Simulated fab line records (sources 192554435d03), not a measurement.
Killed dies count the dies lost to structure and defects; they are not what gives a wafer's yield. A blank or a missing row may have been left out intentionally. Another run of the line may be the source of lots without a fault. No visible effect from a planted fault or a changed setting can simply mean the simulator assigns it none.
fab line records	flow n5-finfet
record lots=24	wafers=72	last-day=20
route steps=1938 shown BEOL_M10@1474 BEOL_M11@1539
lots untouched by any fault: they come from a run of this same line in which no faults occurred
start-h: hours from the record's opening day to when the first of the lot's shown wafers began	wait-h: hours from the lot's prior step to this one	" same as the row above	L1.1+2: a row that stands for several wafers	- value missing, or start not given	* or withheld: withheld	< > ~ a bound
route shown NAME@n: NAME is a module with steps in the file, n the number in the route of the first one	usual: mean/standard deviation taken from wafers without a fault	same: alike in all rows	chamber/n: place in a boat	sites: the reading at each site	_std_site: standard deviation of those values	_edge_site: the outer-site mean with the inner-site mean subtracted	radius-mm: for every site, how far away it sits from the centre of the wafer	mask NAME#n: copy n	behind: tool/chamber where the wafer was last shaped	hold: cause of the lot's hold/its duration in hours/its outcome	device: which transistor (n, p or np) failed to switch	end of line: the tests these same wafers got at the end of their route	where a step has no rows: the recipe by itself	killed: not the wafer's yield, but the dies lost to structure and defects at the first sort	map: shows each die of a wafer: x if killed, . if not, _ if none is there
set.NAME: the run value of the setting; set.NAME@STEP: its run value at that earlier step	model.NAME: the simulator's own value behind a step, which no gauge read
a sample of lots followed through the steps of the route, with each step as a table and each wafer as a row
services: from which hour (start-h, from the record's first day; less than 0 if before it) a tool's chamber was out of use, for how many hours, and why
## steps
# step N5_BEOL_M10_HM_DEP_02
# recipe material=TiN	target-thk-a=200	temp-c=25	chamber-pressure-pa=0.49996
# usual chamber-pressure-pa=0.4999/0.001	throttle-valve-pct=29.8/0.96
lot.wafer	tool	chamber	start-h	wait-h	chamber-pressure-pa	throttle-valve-pct
L076.3	pvd-sputter-02	-	259.11	0.0	0.5008	28.6
L076.4	"	-	"	"	0.4994	29.3
L076.5	"	-	"	"	0.4989	29.4
L078.1	pvd-sputter-01	-	269.60	1.0	0.4984	28.8
L078.3	"	-	"	"	0.5002	31.3
L078.5	"	-	"	"	0.5010	28.8
L074.2	pvd-sputter-01	-	273.61	1.6	0.5014	28.7
L074.3	"	-	"	"	0.5010	30.0
L074.4	"	-	"	"	0.5022	28.9
L077.3	pvd-sputter-03	-	278.36	1.7	0.5012	31.4
L077.4	"	-	"	"	0.4998	29.2
L077.5	"	-	"	"	0.4996	30.0
L079.3	pvd-sputter-03	-	282.07	1.2	0.5003	29.2
L079.4	"	-	"	"	0.4992	30.2
L079.6	"	-	"	"	0.5012	29.1
L080.2	pvd-sputter-03	-	282.47	1.0	0.5008	29.3
L080.4	"	-	"	"	0.4986	31.2
L080.6	"	-	"	"	0.5016	29.4
L075.1	pvd-sputter-03	-	286.51	0.9	0.5016	31.6
L075.4	"	-	"	"	0.5006	30.1
L075.5	"	-	"	"	0.5000	31.3
L081.2	pvd-sputter-01	-	300.04	0.9	0.4992	31.6
L081.3	"	-	"	"	0.5002	28.6
L081.5	"	-	"	"	0.4993	31.6
L083.1	pvd-sputter-02	-	304.31	1.8	0.4998	30.1
L083.2	"	-	"	"	0.5000	29.4
L083.6	"	-	"	"	0.4980	29.3
L082.1	pvd-sputter-01	-	304.34	1.7	0.5007	28.6
L082.4	"	-	"	"	0.4988	28.3
L082.6	"	-	"	"	0.4998	31.4
L086.2	pvd-sputter-03	-	330.66	0.4	0.5008	30.1
L086.3	"	-	"	"	0.4991	29.2
L086.4	"	-	"	"	0.5007	30.1
L084.2	pvd-sputter-03	-	338.10	0.5	0.4993	31.3
L084.4	"	-	"	"	0.5007	29.3
L084.5	"	-	"	"	0.4998	30.0
L085.1	pvd-sputter-03	-	338.64	0.8	0.5012	29.9
L085.3	"	-	"	"	0.4985	31.2
L085.6	"	-	"	"	0.5008	29.3
L087.3	pvd-sputter-02	-	340.54	0.3	0.4992	28.7
L087.4	"	-	"	"	0.4997	29.1
L087.5	"	-	"	"	0.4993	29.5
L088.3	pvd-sputter-01	-	357.51	1.4	0.5002	28.9
L088.5	"	-	"	"	0.4998	28.4
L088.6	"	-	"	"	0.5011	28.8
L089.1	pvd-sputter-01	-	357.71	0.7	0.4998	31.3
L089.3	"	-	"	"	0.4988	28.7
L089.4	"	-	"	"	0.5027	28.6
L091.3	pvd-sputter-01	-	358.17	0.1	0.5008	30.2
L091.4	"	-	"	"	0.4976	31.5
L091.5	"	-	"	"	0.4985	31.5
L094.2	pvd-sputter-01	-	363.65	0.1	0.4989	28.6
L094.3	"	-	"	"	0.5001	31.4
L094.6	"	-	"	"	0.5001	28.3
L090.1	pvd-sputter-03	-	366.83	0.3	0.5004	31.4
L090.2	"	-	"	"	0.4994	29.2
L090.6	"	-	"	"	0.4989	29.8
L092.1	pvd-sputter-01	-	374.21	1.0	0.4992	28.7
L092.3	"	-	"	"	0.5001	31.5
L092.6	"	-	"	"	0.4986	28.7
L093.3	pvd-sputter-02	-	377.14	1.3	0.4993	28.5
L093.5	"	-	"	"	0.5007	29.9
L093.6	"	-	"	"	0.4987	29.6
L096.1	pvd-sputter-02	-	401.94	1.8	0.5012	29.8
L096.2	"	-	"	"	0.4988	29.7
L096.4	"	-	"	"	0.4994	28.3
L095.1	pvd-sputter-02	-	402.40	0.7	0.5009	28.5
L095.2	"	-	"	"	0.4999	29.4
L095.3	"	-	"	"	0.4987	29.8
L097.3	pvd-sputter-02	-	427.29	0.0	0.4997	29.5
L097.5	"	-	"	"	0.4982	30.0
L097.6	"	-	"	"	0.4995	29.6
# step N5_BEOL_M10_INSPECT_30
# recipe mode=adi	inspect-instrument=brightfield
# usual raw-defect-count=425/100
lot.wafer	tool	chamber	start-h	wait-h	raw-defect-count
L076.3	defect-inspect-01	-	260.84	0.0	290
L076.4	"	-	"	"	295
L076.5	"	-	"	"	388
L078.1	defect-inspect-01	-	272.88	0.0	434
L078.3	"	-	"	"	393
L078.5	"	-	"	"	427
L074.2	defect-inspect-02	-	277.26	0.0	485
L074.3	"	-	"	"	693
L074.4	"	-	"	"	543
L077.3	defect-inspect-01	-	281.24	0.0	317
L077.4	"	-	"	"	357
L077.5	"	-	"	"	365
L079.3	defect-inspect-02	-	283.54	0.0	413
L079.4	"	-	"	"	442
L079.6	"	-	"	"	365
L080.2	defect-inspect-02	-	285.82	0.0	492
L080.4	"	-	"	"	352
L080.6	"	-	"	"	461
L075.1	defect-inspect-02	-	289.72	0.0	393
L075.4	"	-	"	"	484
L075.5	"	-	"	"	462
L081.2	defect-inspect-02	-	301.73	0.0	239
L081.3	"	-	"	"	304
L081.5	"	-	"	"	229
L083.1	defect-inspect-01	-	306.96	0.0	370
L083.2	"	-	"	"	579
L083.6	"	-	"	"	328
L082.1	defect-inspect-01	-	307.09	0.0	345
L082.4	"	-	"	"	574
L082.6	"	-	"	"	523
L086.2	defect-inspect-01	-	334.45	0.0	469
L086.3	"	-	"	"	557
L086.4	"	-	"	"	458
L084.2	defect-inspect-02	-	339.48	0.0	582
L084.4	"	-	"	"	473
L084.5	"	-	"	"	588
L085.1	defect-inspect-01	-	340.02	0.0	274
L085.3	"	-	"	"	346
L085.6	"	-	"	"	348
L087.3	defect-inspect-01	-	342.64	0.0	466
L087.4	"	-	"	"	326
L087.5	"	-	"	"	449
L089.1	defect-inspect-01	-	359.84	0.0	343
L089.3	"	-	"	"	479
L089.4	"	-	"	"	379
L088.3	defect-inspect-01	-	359.89	0.0	362
L088.5	"	-	"	"	356
L088.6	"	-	"	"	335
L091.3	defect-inspect-01	-	359.93	0.0	418
L091.4	"	-	"	"	428
L091.5	"	-	"	"	391
L094.2	defect-inspect-02	-	365.19	0.0	539
L094.3	"	-	"	"	603
L094.6	"	-	"	"	337
L090.1	defect-inspect-01	-	369.20	0.0	334
L090.2	"	-	"	"	379
L090.6	"	-	"	"	362
L092.1	defect-inspect-02	-	376.16	0.0	279
L092.3	"	-	"	"	314
L092.6	"	-	"	"	510
L093.3	defect-inspect-01	-	379.32	0.0	403
L093.5	"	-	"	"	358
L093.6	"	-	"	"	412
L095.1	defect-inspect-01	-	406.95	0.0	348
L095.2	"	-	"	"	355
L095.3	"	-	"	"	380
L096.1	defect-inspect-01	-	407.12	0.0	620
L096.2	"	-	"	"	454
L096.4	"	-	"	"	333
L097.3	defect-inspect-02	-	429.71	0.0	341
L097.5	"	-	"	"	334
L097.6	"	-	"	"	473
# step N5_BEOL_M10_VIA_ETCH_34
# recipe chemistry=C4F6/O2	target=SiCOH_lowk	target-depth-a=1845	mask-material=SOC	taper-deg=4	time-s=69.2	ion-energy-ev=250	pressure-mtorr=30	source-w=345	bias-w=185	Ar_flow_sccm=300	C4F6_flow_sccm=10	O2_flow_sccm=10
# usual C4F6_flow_sccm=10.01/0.031	O2_flow_sccm=10.004/0.03	drypump-motor-current-A=5.8/0.5	oes_ar_750_au=0.81/0.099	oes-product-au=0.81/0.11	rf-fwd-power-W=342.0/1.3	rf-vpp-V=664/12	showerhead-plenum-p-Torr=2.87/0.12	throttle-valve-pct=20.8/0.3
lot.wafer	tool	chamber	start-h	wait-h	C4F6_flow_sccm	O2_flow_sccm	drypump-motor-current-A	oes_ar_750_au	oes-product-au	rf-fwd-power-W	rf-hours-counter-h	rf-vpp-V	showerhead-plenum-p-Torr	throttle-valve-pct
L076.3	rie-diel-06	1	261.08	0.0	10.04	9.992	5.2	0.69	0.68	342.3	222	653	2.94	21.0
L076.4	"	2	"	"	9.97	9.991	6.2	0.68	0.67	342.4	243	679	2.90	20.9
L076.5	"	3	"	"	10.00	9.985	6.8	0.69	0.69	342.1	-	671	2.93	21.0
L078.1	rie-diel-03	2	273.12	0.0	10.04	10.012	5.6	0.70	0.70	341.9	211	642	2.68	20.7
L078.3	"	3	"	"	9.97	10.039	6.1	1.01	1.01	340.6	0	678	3.02	20.5
L078.5	"	3	"	"	9.98	10.014	6.1	1.01	1.02	339.7	-	679	3.02	20.5
L074.2	rie-diel-02	3	277.51	0.0	10.02	10.043	6.4	0.69	0.69	339.7	218	655	2.70	20.6
L074.3	"	2	"	"	10.02	10.008	5.2	0.94	0.94	342.9	14	662	2.81	20.7
L074.4	"	0	"	"	10.00	9.994	6.1	0.88	0.87	340.4	51	675	3.02	20.4
L077.3	rie-diel-03	0	281.49	0.0	9.99	10.017	4.9	0.88	0.88	341.1	38	658	2.79	20.6
L077.4	"	1	"	"	10.04	10.009	6.0	0.75	0.74	340.8	200	662	2.95	21.5
L077.5	"	3	"	"	10.01	10.036	6.1	0.98	0.99	341.5	-	677	3.02	20.5
L079.3	rie-diel-02	2	283.78	0.0	10.05	10.041	5.2	0.93	0.93	343.2	17	663	2.81	20.7
L079.4	"	0	"	"	10.00	10.045	6.1	0.87	0.87	341.2	-	674	3.02	20.4
L079.6	"	2	"	"	10.00	10.066	5.2	0.93	0.93	342.8	-	662	2.81	20.7
L080.2	rie-diel-06	1	286.06	0.0	10.02	10.009	5.2	0.69	0.67	343.7	232	652	2.93	21.0
L080.4	"	0	"	"	10.04	9.986	5.9	0.71	0.71	342.8	-	689	2.90	20.9
L080.6	"	2	"	"	9.95	10.007	6.1	0.67	0.66	343.4	-	679	2.89	20.9
L075.1	rie-diel-02	3	290.34	0.0	10.00	10.018	6.4	0.70	0.70	340.5	223	652	2.70	20.6
L075.4	"	2	"	"	9.99	10.038	5.2	0.92	0.94	342.8	-	661	2.81	20.7
L075.5	"	3	"	"	9.97	10.029	6.3	0.70	0.69	340.7	-	654	2.70	20.6
L081.2	rie-diel-02	0	301.98	0.0	10.01	9.982	6.1	0.85	0.86	339.7	61	674	3.01	20.4
L081.3	"	2	"	"	9.96	10.010	5.2	0.91	0.93	343.3	23	662	2.80	20.7
L081.5	"	0	"	"	9.99	10.002	6.1	0.85	0.87	338.9	-	674	3.01	20.4
L083.1	rie-diel-02	3	307.30	0.0	9.97	9.989	6.4	0.69	0.70	340.0	229	654	2.69	20.7
L083.2	"	0	"	"	9.98	10.004	6.1	0.86	0.87	341.1	63	675	3.01	20.4
L083.6	"	3	"	"	9.95	9.981	6.3	0.69	0.70	340.5	-	654	2.69	20.7
L082.1	rie-diel-06	3	307.81	0.0	10.05	10.019	6.8	0.92	0.93	343.7	9	672	2.92	20.6
L082.4	"	3	"	"	10.03	10.052	6.8	0.93	0.94	343.0	-	673	2.92	20.6
L082.6	"	0	"	"	10.02	10.020	5.9	0.70	0.69	342.3	-	690	2.89	20.9
L086.2	rie-diel-03	1	334.70	0.0	9.93	9.999	5.9	0.75	0.74	341.8	217	665	2.94	21.5
L086.3	"	3	"	"	10.01	10.048	6.1	0.92	0.94	342.8	21	678	3.01	20.5
L086.4	"	2	"	"	10.01	9.996	5.6	0.69	0.68	342.1	232	642	2.67	20.8
L084.2	rie-diel-03	3	339.73	0.0	10.06	9.993	6.1	0.92	0.93	341.9	23	676	3.01	20.5
L084.4	"	2	"	"	10.00	9.979	5.7	0.70	0.67	342.4	233	642	2.67	20.8
L084.5	"	3	"	"	10.02	10.015	6.1	0.92	0.93	342.8	-	678	3.01	20.5
L085.1	rie-diel-03	1	340.27	0.0	10.01	9.998	6.0	0.75	0.73	343.5	218	664	2.94	21.5
L085.3	"	2	"	"	10.00	10.014	5.6	0.69	0.68	340.4	234	643	2.67	20.8
L085.6	"	3	"	"	10.02	10.038	6.1	0.92	0.93	341.9	-	678	3.01	20.5
L087.3	rie-diel-02	3	342.88	0.0	10.05	10.008	6.4	0.68	0.68	341.5	242	654	2.69	20.7
L087.4	"	1	"	"	10.00	10.034	5.5	0.90	0.91	340.0	18	657	2.78	20.9
L087.5	"	2	"	"	9.97	9.994	5.2	0.88	0.89	343.2	-	661	2.80	20.8
L089.1	rie-diel-06	2	360.24	0.0	9.94	10.030	6.2	0.89	0.90	343.7	21	680	2.88	20.6
L089.3	"	3	"	"	10.05	9.989	6.8	0.88	0.89	342.1	30	672	2.91	20.6
L089.4	"	3	"	"	10.00	9.984	6.8	0.88	0.88	342.7	-	670	2.91	20.7
L088.3	rie-diel-03	3	360.31	0.0	10.01	9.993	6.1	0.91	0.92	342.0	30	678	3.00	20.5
L088.5	"	0	"	"	9.96	9.964	4.9	0.84	0.85	341.8	-	658	2.78	20.6
L088.6	"	1	"	"	9.97	9.898	5.9	0.74	0.73	341.0	-	663	2.94	21.5
L091.3	rie-diel-02	3	360.44	0.0	9.99	10.007	6.4	0.68	0.68	339.6	249	653	2.69	20.7
L091.4	"	2	"	"	10.01	10.028	5.2	0.88	0.88	344.7	44	660	2.80	20.8
L091.5	"	0	"	"	10.00	10.014	6.1	0.83	0.84	342.0	-	673	3.00	20.5
L094.2	rie-diel-03	3	365.70	0.0	10.06	10.049	6.1	0.90	0.92	342.9	33	676	3.00	20.5
L094.3	"	2	"	"	10.00	9.994	5.6	0.68	0.67	342.4	241	641	2.67	20.8
L094.6	"	2	"	"	9.96	9.990	5.6	0.69	0.68	341.5	-	643	2.67	20.8
L090.1	rie-diel-02	2	369.44	0.0	10.00	9.978	5.2	0.87	0.88	343.9	48	663	2.79	20.8
L090.2	"	1	"	"	9.99	9.975	5.5	0.88	0.89	342.0	29	658	2.77	21.0
L090.6	"	1	"	"	9.98	9.947	5.5	0.88	0.89	342.3	-	656	2.77	21.0
L092.1	rie-diel-03	0	376.43	0.0	9.99	9.960	4.9	0.83	0.83	341.2	69	658	2.78	20.6
L092.3	"	3	"	"	10.02	10.014	6.1	0.89	0.91	343.6	36	678	3.00	20.5
L092.6	"	1	"	"	10.06	9.983	5.9	0.74	0.73	341.8	-	663	2.94	21.5
L093.3	rie-diel-06	1	379.56	0.0	9.98	10.073	5.2	0.95	0.94	343.3	9	651	2.92	20.7
L093.5	"	2	"	"	10.01	9.999	6.2	0.87	0.88	342.7	-	679	2.88	20.6
L093.6	"	3	"	"	9.99	9.993	6.8	0.86	0.86	344.2	-	671	2.91	20.6
L095.1	rie-diel-02	2	407.43	0.0	10.03	10.024	5.2	0.85	0.85	342.8	61	661	2.79	20.8
L095.2	"	1	"	"	10.00	10.010	5.5	0.87	0.87	339.5	41	659	2.77	21.0
L095.3	"	0	"	"	10.04	10.050	6.1	0.81	0.81	342.5	100	674	3.00	20.5
L096.1	rie-diel-03	3	407.77	0.0	9.93	10.031	6.1	0.87	0.89	343.1	48	678	3.00	20.5
L096.2	"	1	"	"	10.04	10.025	6.0	0.73	0.72	339.3	245	661	2.93	21.6
L096.4	"	1	"	"	10.05	10.033	5.9	0.73	0.72	341.7	-	662	2.93	21.6
L097.3	rie-diel-03	0	429.95	0.0	10.01	9.976	4.9	0.81	0.81	342.8	85	658	2.77	20.7
L097.5	"	3	"	"	9.98	10.010	6.1	0.87	0.86	341.3	-	678	2.99	20.5
L097.6	"	0	"	"	9.98	10.013	4.8	0.82	0.81	342.1	-	659	2.77	20.6
# step N5_BEOL_M10_PRE_CLEAN_45
# recipe gas=H2/He	time-s=30	temp-c=250
# usual heater-power-w=339/47
lot.wafer	tool	chamber	start-h	wait-h	heater-power-w
L076.3	pvd-sputter-01	-	261.99	0.0	326
L076.4	"	-	"	"	306
L076.5	"	-	"	"	356
L078.1	pvd-sputter-01	-	274.43	0.0	321
L078.3	"	-	"	"	281
L078.5	"	-	"	"	294
L074.2	pvd-sputter-03	-	278.60	0.0	281
L074.3	"	-	"	"	430
L074.4	"	-	"	"	314
L077.3	pvd-sputter-03	-	282.61	0.0	432
L077.4	"	-	"	"	339
L077.5	"	-	"	"	345
L079.3	pvd-sputter-03	-	286.27	0.0	315
L079.4	"	-	"	"	333
L079.6	"	-	"	"	316
L080.2	pvd-sputter-02	-	286.94	0.0	309
L080.4	"	-	"	"	358
L080.6	"	-	"	"	354
L075.1	pvd-sputter-03	-	291.27	0.0	326
L075.4	"	-	"	"	282
L075.5	"	-	"	"	432
L081.2	pvd-sputter-02	-	304.27	0.0	301
L081.3	"	-	"	"	434
L081.5	"	-	"	"	441
L083.1	pvd-sputter-03	-	308.42	0.0	313
L083.2	"	-	"	"	277
L083.6	"	-	"	"	341
L082.1	pvd-sputter-03	-	311.28	0.0	315
L082.4	"	-	"	"	339
L082.6	"	-	"	"	338
L086.2	pvd-sputter-01	-	335.68	0.0	283
L086.3	"	-	"	"	312
L086.4	"	-	"	"	354
L084.2	pvd-sputter-02	-	340.68	0.0	296
L084.4	"	-	"	"	298
L084.5	"	-	"	"	314
L085.1	pvd-sputter-03	-	341.98	0.0	418
L085.3	"	-	"	"	340
L085.6	"	-	"	"	415
L087.3	pvd-sputter-02	-	343.76	0.0	428
L087.4	"	-	"	"	361
L087.5	"	-	"	"	325
L089.1	pvd-sputter-01	-	361.35	0.0	288
L089.3	"	-	"	"	323
L089.4	"	-	"	"	348
L088.3	pvd-sputter-03	-	361.36	0.0	281
L088.5	"	-	"	"	281
L088.6	"	-	"	"	316
L091.3	pvd-sputter-03	-	361.44	0.0	313
L091.4	"	-	"	"	350
L091.5	"	-	"	"	327
L094.2	pvd-sputter-02	-	366.66	0.0	325
L094.3	"	-	"	"	362
L094.6	"	-	"	"	321
L090.1	pvd-sputter-01	-	370.51	0.0	316
L090.2	"	-	"	"	311
L090.6	"	-	"	"	351
L092.1	pvd-sputter-02	-	378.20	0.0	295
L092.3	"	-	"	"	320
L092.6	"	-	"	"	429
L093.3	pvd-sputter-02	-	380.52	0.0	327
L093.5	"	-	"	"	446
L093.6	"	-	"	"	298
L095.1	pvd-sputter-02	-	409.60	0.0	302
L095.2	"	-	"	"	349
L095.3	"	-	"	"	325
L096.1	pvd-sputter-02	-	410.30	0.0	306
L096.2	"	-	"	"	432
L096.4	"	-	"	"	361
L097.3	pvd-sputter-02	-	431.46	0.0	429
L097.5	"	-	"	"	360
L097.6	"	-	"	"	316
# step N5_BEOL_M10_SURFACE_TREAT_76
# recipe gas=Ar	time-s=*	ion-energy-ev=*	ion-current-ma-cm2=0.5	pressure-mtorr=*	ar-flow-sccm=30
# usual throttle-valve-pct=*
lot.wafer	tool	chamber	start-h	wait-h	throttle-valve-pct
L076.3	pvd-sputter-02	-	262.51	0.2	*
L076.4	"	-	"	"	*
L076.5	"	-	"	"	*
L078.1	pvd-sputter-03	-	274.82	0.2	*
L078.3	"	-	"	"	*
L078.5	"	-	"	"	*
L074.2	pvd-sputter-02	-	278.98	0.2	*
L074.3	"	-	"	"	*
L074.4	"	-	"	"	*
L077.3	pvd-sputter-03	-	282.97	0.2	*
L077.4	"	-	"	"	*
L077.5	"	-	"	"	*
L079.3	pvd-sputter-02	-	286.70	0.2	*
L079.4	"	-	"	"	*
L079.6	"	-	"	"	*
L080.2	pvd-sputter-02	-	287.30	0.2	*
L080.4	"	-	"	"	*
L080.6	"	-	"	"	*
L075.1	pvd-sputter-02	-	292.08	0.5	*
L075.4	"	-	"	"	*
L075.5	"	-	"	"	*
L081.2	pvd-sputter-03	-	304.68	0.2	*
L081.3	"	-	"	"	*
L081.5	"	-	"	"	*
L083.1	pvd-sputter-03	-	309.06	0.4	*
L083.2	"	-	"	"	*
L083.6	"	-	"	"	*
L082.1	pvd-sputter-03	-	311.74	0.2	*
L082.4	"	-	"	"	*
L082.6	"	-	"	"	*
L086.2	pvd-sputter-03	-	336.02	0.2	*
L086.3	"	-	"	"	*
L086.4	"	-	"	"	*
L084.2	pvd-sputter-02	-	341.12	0.2	*
L084.4	"	-	"	"	*
L084.5	"	-	"	"	*
L085.1	pvd-sputter-03	-	342.64	0.4	*
L085.3	"	-	"	"	*
L085.6	"	-	"	"	*
L087.3	pvd-sputter-02	-	344.14	0.2	*
L087.4	"	-	"	"	*
L087.5	"	-	"	"	*
L088.3	pvd-sputter-03	-	361.78	0.2	*
L088.5	"	-	"	"	*
L088.6	"	-	"	"	*
L089.1	pvd-sputter-03	-	361.82	0.3	*
L089.3	"	-	"	"	*
L089.4	"	-	"	"	*
L091.3	pvd-sputter-03	-	361.98	0.2	*
L091.4	"	-	"	"	*
L091.5	"	-	"	"	*
L094.2	pvd-sputter-03	-	367.09	0.2	*
L094.3	"	-	"	"	*
L094.6	"	-	"	"	*
L090.1	pvd-sputter-03	-	371.19	0.5	*
L090.2	"	-	"	"	*
L090.6	"	-	"	"	*
L092.1	pvd-sputter-03	-	378.75	0.4	*
L092.3	"	-	"	"	*
L092.6	"	-	"	"	*
L093.3	pvd-sputter-02	-	380.86	0.2	*
L093.5	"	-	"	"	*
L093.6	"	-	"	"	*
L095.1	pvd-sputter-02	-	410.14	0.3	*
L095.2	"	-	"	"	*
L095.3	"	-	"	"	*
L096.1	pvd-sputter-01	-	411.32	0.8	*
L096.2	"	-	"	"	*
L096.4	"	-	"	"	*
L097.3	pvd-sputter-01	-	432.03	0.3	*
L097.5	"	-	"	"	*
L097.6	"	-	"	"	*
# step N5_BEOL_M11_PECVD_70
# recipe material=SiO2	target-thk-a=200	temp-c=400	precursor=TEOS/O2	pressure-torr=5.5	rf-w=450	teos-flow-sccm=53.8	gas=O2	flow-sccm=3000	time-s=22.7
# usual heater-power-w=687/66	rf-fwd-power-W=445.4/2.1	showerhead-plenum-p-Torr=8.75/0.061	showerhead-vpp-V=1293/73	throttle-valve-pct=21.9/1.3
lot.wafer	tool	chamber	start-h	wait-h	heater-power-w	rf-fwd-power-W	showerhead-plenum-p-Torr	showerhead-vpp-V	throttle-valve-pct
L076.3	pecvd-04	0	264.71	0.0	533	445.6	8.80	1399	23.8
L076.4	"	1	"	"	671	448.0	8.84	1241	21.4
L076.5	"	0	"	"	525	444.7	8.80	1414	23.3
L078.1	pecvd-01	2	277.13	0.0	676	443.8	8.68	1456	21.9
L078.3	"	0	"	"	737	445.0	8.79	1282	23.7
L078.5	"	2	"	"	669	442.6	8.70	1469	21.5
L074.2	pecvd-03	0	281.23	0.0	699	444.3	8.78	1250	23.8
L074.3	"	1	"	"	741	446.0	8.70	1304	21.9
L074.4	"	2	"	"	745	444.5	8.84	1295	20.2
L077.3	pecvd-01	0	285.10	0.1	777	439.8	8.79	1287	23.4
L077.4	"	1	"	"	668	449.8	8.62	1277	21.1
L077.5	"	1	"	"	659	448.5	8.64	1288	21.1
L079.3	pecvd-04	2	288.55	0.0	647	446.9	8.75	1187	20.9
L079.4	"	2	"	"	650	446.9	8.74	1185	21.1
L079.6	"	0	"	"	541	443.8	8.79	1392	23.7
L080.2	pecvd-03	2	289.85	0.0	649	444.1	8.81	1310	20.1
L080.4	"	2	"	"	663	445.0	8.80	1282	19.9
L080.6	"	0	"	"	620	443.8	8.77	1275	23.8
L075.1	pecvd-01	0	293.97	0.0	744	443.8	8.79	1288	23.5
L075.4	"	1	"	"	770	447.5	8.67	1271	20.9
L075.5	"	1	"	"	768	447.9	8.65	1264	21.3
L081.2	pecvd-03	1	306.84	0.0	741	449.1	8.71	1311	21.7
L081.3	"	2	"	"	701	446.0	8.83	1299	20.4
L081.5	"	2	"	"	726	444.4	8.81	1276	20.2
L083.1	pecvd-03	1	312.31	0.0	769	447.1	8.74	1297	21.5
L083.2	"	0	"	"	642	443.2	8.78	1264	23.8
L083.6	"	0	"	"	644	444.6	8.80	1275	23.8
L082.1	pecvd-01	0	313.64	0.0	686	440.8	8.79	1267	23.7
L082.4	"	1	"	"	759	447.7	8.63	1277	21.1
L082.6	"	0	"	"	683	443.1	8.79	1285	23.7
L086.2	pecvd-04	2	338.35	0.0	663	443.4	8.77	1174	21.0
L086.3	"	1	"	"	726	447.6	8.83	1253	21.3
L086.4	"	2	"	"	670	443.8	8.72	1187	20.8
L084.2	pecvd-04	2	343.43	0.0	688	445.4	8.73	1186	21.0
L084.4	"	2	"	"	702	443.5	8.74	1168	21.2
L084.5	"	1	"	"	733	444.5	8.81	1240	21.2
L085.1	pecvd-01	1	344.77	0.0	719	445.0	8.65	1259	21.2
L085.3	"	2	"	"	655	446.2	8.70	1452	22.0
L085.6	"	0	"	"	746	442.8	8.78	1278	23.7
L087.3	pecvd-03	1	347.22	0.0	723	447.8	8.74	1280	21.7
L087.4	"	1	"	"	747	445.2	8.71	1306	21.6
L087.5	"	0	"	"	623	441.9	8.77	1276	24.0
L089.1	pecvd-03	0	363.85	0.0	651	442.3	8.77	1278	23.9
L089.3	"	2	"	"	700	447.1	8.80	1280	20.3
L089.4	"	1	"	"	679	447.2	8.72	1301	21.8
L088.3	pecvd-01	1	363.89	0.0	681	449.6	8.64	1299	21.0
L088.5	"	1	"	"	698	450.8	8.64	1258	21.1
L088.6	"	0	"	"	758	443.8	8.81	1279	23.9
L091.3	pecvd-01	1	364.36	0.0	802	447.0	8.64	1307	21.1
L091.4	"	0	"	"	719	442.6	8.81	1310	24.0
L091.5	"	1	"	"	786	448.7	8.64	1254	21.0
L094.2	pecvd-03	0	369.31	0.0	623	443.6	8.80	1265	23.9
L094.3	"	1	"	"	764	445.9	8.72	1299	21.5
L094.6	"	0	"	"	640	443.5	8.77	1257	23.8
L090.1	pecvd-01	0	373.42	0.0	704	442.9	8.77	1275	23.9
L090.2	"	1	"	"	791	448.0	8.63	1303	21.2
L090.6	"	1	"	"	785	448.1	8.66	1305	20.8
L092.1	pecvd-03	2	380.89	0.0	660	445.9	8.81	1323	20.3
L092.3	"	0	"	"	600	443.2	8.79	1258	24.0
L092.6	"	2	"	"	681	443.5	8.79	1286	20.1
L093.3	pecvd-04	2	383.00	0.0	666	447.6	8.71	1202	20.9
L093.5	"	1	"	"	762	446.4	8.84	1242	21.7
L093.6	"	2	"	"	672	444.9	8.71	1196	21.3
L095.1	pecvd-04	2	412.52	0.0	664	446.1	8.74	1186	21.3
L095.2	"	1	"	"	715	447.4	8.84	1254	21.4
L095.3	"	0	"	"	573	444.6	8.76	1392	21.1
L096.1	pecvd-04	2	413.68	0.0	588	447.5	8.76	1172	21.4
L096.2	"	0	"	"	544	446.6	8.80	1365	20.9
L096.4	"	0	"	"	566	446.6	8.78	1411	21.0
L097.3	pecvd-01	0	433.91	0.0	745	443.9	8.79	1282	23.9
L097.5	"	0	"	"	753	443.9	8.78	1275	23.9
L097.6	"	1	"	"	768	447.2	8.62	1292	21.1
## services
tool	chamber	start-h	hours	kind
pecvd-01	-	236.93	14.6	pm
rie-diel-03	3	245.80	5.4	repair
rie-diel-03	3	251.28	-	clean
rie-diel-03	3	251.28	-	consumable-replace:focus-ring
rie-diel-03	3	251.28	-	consumable-replace:showerhead
rie-diel-03	3	251.28	21.2	scheduled-down
rie-diel-03	3	251.28	21.2	vent-cycle
pecvd-01	-	266.95	2.8	pm
pecvd-01	1	278.52	4.2	repair
pecvd-01	2	284.94	19.7	repair
pecvd-04	-	296.71	4.4	repair
rie-diel-02	-	336.28	0.6	repair
pvd-sputter-01	-	376.86	2.8	repair
rie-diel-06	0	391.80	48.8	repair
rie-diel-03	2	392.46	-	clean
rie-diel-03	2	392.46	-	consumable-replace:focus-ring
rie-diel-03	2	392.46	-	consumable-replace:showerhead
rie-diel-03	2	392.46	18.3	scheduled-down
rie-diel-03	2	392.46	18.3	vent-cycle
rie-diel-06	1	404.37	14.4	repair
rie-diel-03	1	418.72	-	clean
rie-diel-03	1	418.72	-	consumable-replace:focus-ring
rie-diel-03	1	418.72	24.4	scheduled-down
rie-diel-03	1	418.72	24.4	vent-cycle
## key
fault none
